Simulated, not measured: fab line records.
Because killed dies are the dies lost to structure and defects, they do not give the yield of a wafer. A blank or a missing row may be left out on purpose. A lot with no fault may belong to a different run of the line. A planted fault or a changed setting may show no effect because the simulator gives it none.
fab line records	flow nand-harc
[record] lots = 5	wafers = 15	last-day = 32
route steps=1302 shown A_BLC@1133 A_M0@1137
lots that met no fault: from a run of the same line without faults
start-h: start of the lot's first displayed wafer, in hours after the record's first day	wait-h: how many hours have passed since the lot's step before this one	" as in the row above	L1.1+2: a single row standing in for several wafers	- either no value or no given start	* or withheld: withheld	< > ~ a bound
route shown NAME@n: NAME is a module with steps in the file, n the number in the route of the first one	usual: the fault-free wafers' mean and standard deviation	same: alike in all rows	chamber/n: place in a boat	sites: readings site by site	_std_site: how widely they spread, as a standard deviation	_edge_site: the outer-site mean with the inner-site mean subtracted	radius-mm: how far each site lies from the wafer's centre	mask NAME#n: copy n	behind: the most recent tool/chamber to have shaped the wafer	hold: why the lot went on hold/how many hours it stayed there/how the hold came to an end	device: whichever transistor did not switch (one of n, p or np)	end of line: at the end of the route, the tests of the same wafers	a step given without rows: its recipe and nothing more	killed: dies lost to structure and defects at the first sort, not the wafer's yield	map: dies across one wafer; x = killed, . = not, _ = none there
set.NAME: the setting as run; set.NAME@STEP: as run at that earlier step	model.NAME: the simulator's own value behind a step, which no gauge read
lots seen at some steps along the route; tables by step, rows by wafer
services: when a tool's chamber went out of use (start-h, in hours from the record's first day, below 0 if earlier), for how many hours, and the reason
[[steps]]
[step NHARC_A_BLC_CMP_25]
[recipe] t-overpolish-s = 30	target-thk-nm = 150
[usual] motor-current-A = 12.3/1.4	overpolish-run-s = 30.000/0.0091	time-to-endpoint-s = 29.3/2.6
lot.wafer	tool	chamber	start-h	wait-h	motor-current-A	overpolish-run-s	time-to-endpoint-s
L917.3	cmp-02	1	531.65	0.3	14.0	29.999	30.3
L917.4	"	3	"	"	11.7	29.998	28.1
L917.6	"	0	"	"	11.4	29.998	26.5
L927.2	cmp-01	2	635.84	0.5	10.3	30.001	31.2
L927.4	"	3	"	"	11.5	30.000	28.7
L927.5	"	2	"	"	10.4	29.989	29.7
L934.2	cmp-03	3	697.41	0.5	14.7	30.002	26.8
L934.4	"	0	"	"	10.8	29.990	28.4
L934.6	"	3	"	"	13.9	30.014	25.9
L938.2	cmp-02	0	720.33	0.4	11.9	30.013	26.8
L938.4	"	2	"	"	11.2	30.011	29.2
L938.5	"	1	"	"	14.1	29.994	29.5
L937.1	cmp-03	3	726.04	0.4	13.0	29.997	23.8
L937.3	"	1	"	"	13.2	29.979	27.6
L937.2	"	2	"	"	11.3	29.981	24.2
[step NHARC_A_BLC_SRD_27]
[step NHARC_A_BLC_INSPECT_28]
[usual] raw-defect-count = 538/120
lot.wafer	tool	chamber	start-h	wait-h	raw-defect-count
L917.3	defect-inspect-01	-	532.03	0.1	748
L917.4	"	-	"	"	753
L917.6	"	-	"	"	609
L927.2	defect-inspect-02	-	636.25	0.1	434
L927.4	"	-	"	"	522
L927.5	"	-	"	"	571
L934.2	defect-inspect-02	-	697.78	0.1	509
L934.4	"	-	"	"	450
L934.6	"	-	"	"	519
L938.2	defect-inspect-02	-	720.74	0.1	702
L938.4	"	-	"	"	533
L938.5	"	-	"	"	603
L937.1	defect-inspect-01	-	726.45	0.1	491
L937.2	"	-	"	"	535
L937.3	"	-	"	"	440
[step NHARC_A_M0_DEP_00]
[recipe] target-thk-a = 1500	target-thk-nm = 150	temp-c = withheld	pressure-torr = 5	flow-sccm = 200	rf-w = 600	material = SiOC
[step NHARC_A_M0_DEHYDRATE_01]
[recipe] temp-c = 150	time-s = 120
[step NHARC_A_M0_HMDS_02]
[recipe] time-s = 30
[step NHARC_A_M0_COAT_33]
[recipe] temp-c = 200	time-s = 65
[step NHARC_A_M0_COAT_03]
[recipe] spin-rpm = 1500	resist-thk-nm = 90
[step NHARC_A_M0_SOFTBAKE_04]
[recipe] temp-c = 105	time-s = 55
[step NHARC_A_M0_EBR_05]
[step NHARC_A_M0_EXPOSE_06]
[recipe] na = 1.35	target-cd-nm = 80	dose-mj = 83.25	mask-id = A_M0
[step NHARC_A_M0_PEB_07]
[recipe] peb-temp-c = 100	peb-time-s = 65
[usual] heater-power-total-W = 156.6/0.42	plate-temp-C = 100.00/0.14
lot.wafer	tool	chamber	start-h	wait-h	heater-power-total-W	plate-temp-C
L917.3	litho-track-04	0	532.85	0.0	157.1	99.88
L917.4	"	0	"	"	157.0	100.08
L917.6	"	0	"	"	157.1	99.85
L927.2	litho-track-01	0	637.08	0.1	156.7	100.12
L927.4	"	0	"	"	156.1	100.04
L927.5	"	0	"	"	156.1	100.13
L934.2	litho-track-04	0	698.48	0.1	178.3	109.80
L934.4	"	0	"	"	177.5	109.72
L934.6	"	0	"	"	178.3	109.85
L938.2	litho-track-01	0	721.56	0.1	157.1	99.95
L938.4	"	0	"	"	157.0	99.98
L938.5	"	0	"	"	157.2	100.14
L937.1	litho-track-06	0	727.27	0.1	157.1	100.13
L937.2	"	0	"	"	156.8	99.82
L937.3	"	0	"	"	156.9	99.98
[step NHARC_A_M0_DEVELOP_08]
[recipe] develop-time-s = 35	dev-temp-c = 23
[step NHARC_A_M0_CD_MEAS_09]
[recipe] target-cd-nm = 80	landing-energy-ev = 500
[usual] cd-nm = 79.7/0.9
lot.wafer	tool	chamber	start-h	wait-h	cd-nm
L917.3	cd-sem-03	0	532.93	-	80.3
L917.4	"	0	"	"	79.2
L917.6	"	0	"	"	79.4
L927.2	cd-sem-01	0	637.16	-	79.3
L927.4	"	0	"	"	79.9
L927.5	"	0	"	"	79.0
L934.2	cd-sem-01	0	698.56	-	108.2
L934.4	"	0	"	"	108.1
L934.6	"	0	"	"	108.7
L938.2	cd-sem-01	0	721.64	-	80.3
L938.4	"	0	"	"	80.8
L938.5	"	0	"	"	80.6
L937.1	cd-sem-02	0	727.35	-	80.2
L937.2	"	0	"	"	79.7
L937.3	"	0	"	"	81.4
[step NHARC_A_M0_OVL_MEAS_10]
[recipe] pitch-nm = 160
[usual] overlay-x-nm = 0.0/0.77	overlay-y-nm = -0.1/0.92
lot.wafer	tool	chamber	start-h	wait-h	overlay-x-nm	overlay-y-nm
L917.3	overlay-01	-	533.02	-	0.3	-1.1
L917.4	"	-	"	"	-0.1	0.0
L917.6	"	-	"	"	0.1	-0.8
L927.2	overlay-01	-	637.24	-	0.2	-0.8
L927.4	"	-	"	"	0.7	-2.1
L927.5	"	-	"	"	0.4	-0.9
L934.2	overlay-02	-	698.65	-	-0.6	0.4
L934.4	"	-	"	"	-0.1	0.1
L934.6	"	-	"	"	-0.1	0.4
L938.2	overlay-01	-	721.74	-	0.4	0.9
L938.4	"	-	"	"	0.6	0.5
L938.5	"	-	"	"	0.3	0.9
L937.1	overlay-02	-	727.44	-	-1.8	-1.3
L937.2	"	-	"	"	-1.8	-0.7
L937.3	"	-	"	"	-1.6	-0.6
[step NHARC_A_M0_INSPECT_11]
[usual] raw-defect-count = 95/33
lot.wafer	tool	chamber	start-h	wait-h	raw-defect-count
L917.3	defect-inspect-01	-	533.05	0.0	133
L917.4	"	-	"	"	140
L917.6	"	-	"	"	144
L927.2	defect-inspect-01	-	637.28	0.0	121
L927.4	"	-	"	"	112
L927.5	"	-	"	"	111
L934.2	defect-inspect-01	-	698.68	0.0	131
L934.4	"	-	"	"	105
L934.6	"	-	"	"	128
L938.2	defect-inspect-02	-	721.77	0.0	108
L938.4	"	-	"	"	92
L938.5	"	-	"	"	95
L937.1	defect-inspect-02	-	727.47	0.0	78
L937.2	"	-	"	"	102
L937.3	"	-	"	"	86
[step NHARC_A_M0_DESCUM_14]
[recipe] time-s = 3	o2-flow-sccm = 200	ar-flow-sccm = 0	bias-power-w = 0	chemistry = O2
[usual] drypump-motor-current-A = 5.7/0.41	oes-product-au = 0.998/0.011	rf-vpp-V = 57.9/0.87	showerhead-plenum-p-Torr = 1.90/0.075	throttle-valve-pct = 11.310/0.0098
lot.wafer	tool	chamber	start-h	wait-h	drypump-motor-current-A	oes-product-au	rf-hours-counter-h	rf-vpp-V	showerhead-plenum-p-Torr	throttle-valve-pct	model.A_M0.cd-nm
L917.3	rie-diel-06	1	533.11	0.1	5.9	0.993	2	58.5	1.98	11.298	80.47
L917.4	"	3	"	"	5.3	1.003	2	58.3	1.90	11.321	79.61
L917.6	"	2	"	"	6.2	0.979	-	56.8	1.79	11.314	79.73
L927.2	rie-diel-06	3	637.36	0.1	5.3	1.015	8	57.7	1.89	11.318	79.97
L927.4	"	0	"	"	6.1	0.994	8	59.1	1.98	11.311	79.31
L927.5	"	2	"	"	6.1	0.983	-	57.2	1.79	11.314	79.56
L934.4	rie-diel-06	3	698.76	0.1	5.3	1.001	1	57.7	1.89	11.303	107.7
L934.2	"	0	"	"	6.1	0.993	1	58.2	1.98	11.306	108.5
L934.6	"	1	"	"	5.9	0.996	-	57.7	1.98	11.304	108.3
L938.2	rie-diel-10	1	721.84	0.1	5.5	1.010	10	57.6	1.90	11.297	80.66
L938.4	"	3	"	"	5.6	1.006	8	57.9	1.86	11.328	80.2
L938.5	"	0	"	"	6.0	0.990	-	57.2	2.05	11.290	81.05
L937.3	rie-diel-06	1	727.53	0.1	5.9	0.999	3	56.5	1.98	11.308	81.18
L937.2	"	3	"	"	5.3	0.995	3	56.4	1.89	11.313	79.29
L937.1	"	0	"	"	6.2	0.997	3	59.0	1.98	11.307	81.13
[step NHARC_A_M0_ETCH_34]
[recipe] target-depth-a = 400	overetch-a = 120	time-s = 43.94	ion-energy-ev = 200	n2-flow-sccm = 150	h2-flow-sccm = 150	ar-flow-sccm = 0	rf-w = 400	bias-w = 150	chemistry = N2/H2
[usual] drypump-motor-current-A = 5.7/0.42	oes-product-au = 0.997/0.011	rf-vpp-V = 430.2/2.4	showerhead-plenum-p-Torr = 2.03/0.08	throttle-valve-pct = 14.170/0.0079
lot.wafer	tool	chamber	start-h	wait-h	drypump-motor-current-A	oes-product-au	rf-hours-counter-h	rf-vpp-V	showerhead-plenum-p-Torr	throttle-valve-pct
L917.4	rie-diel-06	1	533.20	0.1	5.9	0.994	2	431.7	2.12	14.169
L917.3	"	2	"	"	6.1	0.990	2	427.5	1.91	14.154
L917.6	"	1	"	"	5.9	0.989	-	432.1	2.12	14.164
L927.4	rie-diel-06	0	637.44	0.1	6.1	1.009	8	431.4	2.11	14.164
L927.2	"	1	"	"	5.9	0.996	8	433.6	2.12	14.178
L927.5	"	2	"	"	6.1	0.990	-	425.1	1.91	14.166
L934.4	rie-diel-06	2	698.83	0.1	6.2	0.999	1	425.0	1.91	14.186
L934.2	"	0	"	"	6.1	0.994	1	432.5	2.11	14.169
L934.6	"	1	"	"	5.9	0.993	-	433.1	2.12	14.171
L938.2	rie-diel-10	3	721.93	0.1	5.6	1.022	8	428.9	1.98	14.160
L938.4	"	0	"	"	6.0	0.989	8	436.0	2.19	14.177
L938.5	"	2	"	"	5.8	0.998	-	431.5	2.06	14.174
L937.1	rie-diel-06	2	727.62	0.1	6.1	0.995	3	427.5	1.90	14.169
L937.3	"	3	"	"	5.3	1.000	3	428.9	2.02	14.163
L937.2	"	0	"	"	6.2	0.988	3	432.4	2.11	14.162
[step NHARC_A_M0_ETCH_15]
[recipe] target-depth-a = 1500	overetch-a = 150	time-s = 82.5	c4f8-flow-sccm = withheld	ar-flow-sccm = 400	rf-w = 600	bias-w = 300	chemistry = C4F8/Ar
[usual] oes-product-au = 0.954/0.023	rf-vpp-V = 440.5/2.2
lot.wafer	tool	chamber	start-h	wait-h	oes-product-au	rf-hours-counter-h	rf-vpp-V	model.A_M0.cd-nm
L917.3	rie-diel-06	3	-	-	1.005	2	440.0	81.14
L917.4	"	1	"	"	0.961	2	442.8	79.18
L917.6	"	3	"	"	0.994	-	440.7	79.28
L927.4	rie-diel-06	3	-	-	0.995	8	440.7	79.55
L927.2	"	2	"	"	0.949	6	436.8	79.43
L927.5	"	3	"	"	0.995	-	440.6	79.82
L934.4	rie-diel-06	1	-	-	0.945	1	440.8	108.5
L934.2	"	0	"	"	0.951	1	443.3	108.6
L934.6	"	1	"	"	0.943	-	442.2	107.8
L938.4	rie-diel-10	3	-	-	0.940	8	438.9	80.39
L938.2	"	0	"	"	0.919	9	444.3	80.67
L938.5	"	0	"	"	0.927	-	445.6	81.21
L937.2	rie-diel-06	0	-	-	0.968	3	443.5	79.31
L937.1	"	1	"	"	0.951	3	443.5	81.75
L937.3	"	2	"	"	0.945	3	436.2	80.44
[step NHARC_A_M0_CD_MEAS_16]
[usual] cd-nm = 79.7/0.97
lot.wafer	tool	chamber	start-h	wait-h	cd-nm
L917.3	cd-sem-01	-	533.42	-	81.3
L917.4	"	-	"	"	79.4
L917.6	"	-	"	"	79.2
L927.2	cd-sem-02	-	637.64	-	79.4
L927.4	"	-	"	"	79.8
L927.5	"	-	"	"	79.7
L934.2	cd-sem-03	-	699.05	-	108.5
L934.4	"	-	"	"	108.2
L934.6	"	-	"	"	107.7
L938.2	cd-sem-01	-	722.15	-	80.9
L938.4	"	-	"	"	80.4
L938.5	"	-	"	"	81.4
L937.1	cd-sem-01	-	727.84	-	81.7
L937.2	"	-	"	"	79.3
L937.3	"	-	"	"	80.4
[[services]]
tool	chamber	start-h	hours	kind
rie-diel-06	1	508.21	3.5	repair
cmp-03	-	508.27	3.7	repair
cmp-02	-	527.51	4.0	pm
litho-track-06	-	529.00	7.0	pm
cmp-01	-	536.68	0.6	repair
rie-diel-06	2	546.35	15.5	repair
rie-diel-10	2	551.56	5.8	repair
litho-track-04	-	553.00	7.0	pm
cmp-03	-	554.61	4.0	pm
cmp-02	-	559.50	0.4	repair
cmp-01	-	577.50	4.0	pm
rie-diel-10	-	596.77	9.0	pm
cmp-02	-	625.51	4.0	pm
cmp-01	-	641.97	2.2	repair
cmp-03	-	652.61	4.0	pm
rie-diel-06	-	661.48	9.0	pm
rie-diel-10	2	663.40	1.3	repair
cmp-03	-	666.18	4.6	repair
rie-diel-10	3	669.14	1.5	repair
cmp-01	-	675.50	4.0	pm
litho-track-01	-	680.00	7.0	pm
rie-diel-10	2	685.07	13.9	repair
cmp-02	-	687.66	2.4	repair
cmp-02	-	723.51	4.0	pm
[[key]]
[first-sign] step = NHARC_A_M0_PEB_07	reading = plate-temp-C	direction = up	sigmas = 70	usual = *	struck = *
[effect] step = NHARC_A_M0_PEB_07	reading = heater-power-total-W	direction = up	sigmas = 51	usual = *	struck = *
[effect] step = NHARC_A_M0_CD_MEAS_09	reading = cd-nm	direction = up	sigmas = 32	usual = 79.7	struck = 108.4
[effect] step = NHARC_A_M0_CD_MEAS_16	reading = cd-nm	direction = up	sigmas = 29	usual = 79.7	struck = 108.1
[model-effect] step = NHARC_A_M0_DESCUM_14	value = A_M0.cd-nm	without = 77.95	struck = 108.2
[model-effect] step = NHARC_A_M0_ETCH_15	value = A_M0.cd-nm	without = 78.07	struck = 108.3
met-at NHARC_A_M0_PEB_07
struck-wafers L934.2,L934.4,L934.6
sort-left-out L934.2,L934.4,L934.6
onset-between 532.85 698.48
[fault] kind = process-parameter-drift	tool = litho-track-04	chamber = -	onset-h = 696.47	steps = NHARC_A_M0_PEB_07	channel = peb-temp-c	offset = *	shape = step	end-h = 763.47	acts-in = *	stated = *
// sort-left-out: the simulated sort isn't trusted on such a fault, so these wafers' sort isn't shown, and their yield isn't known
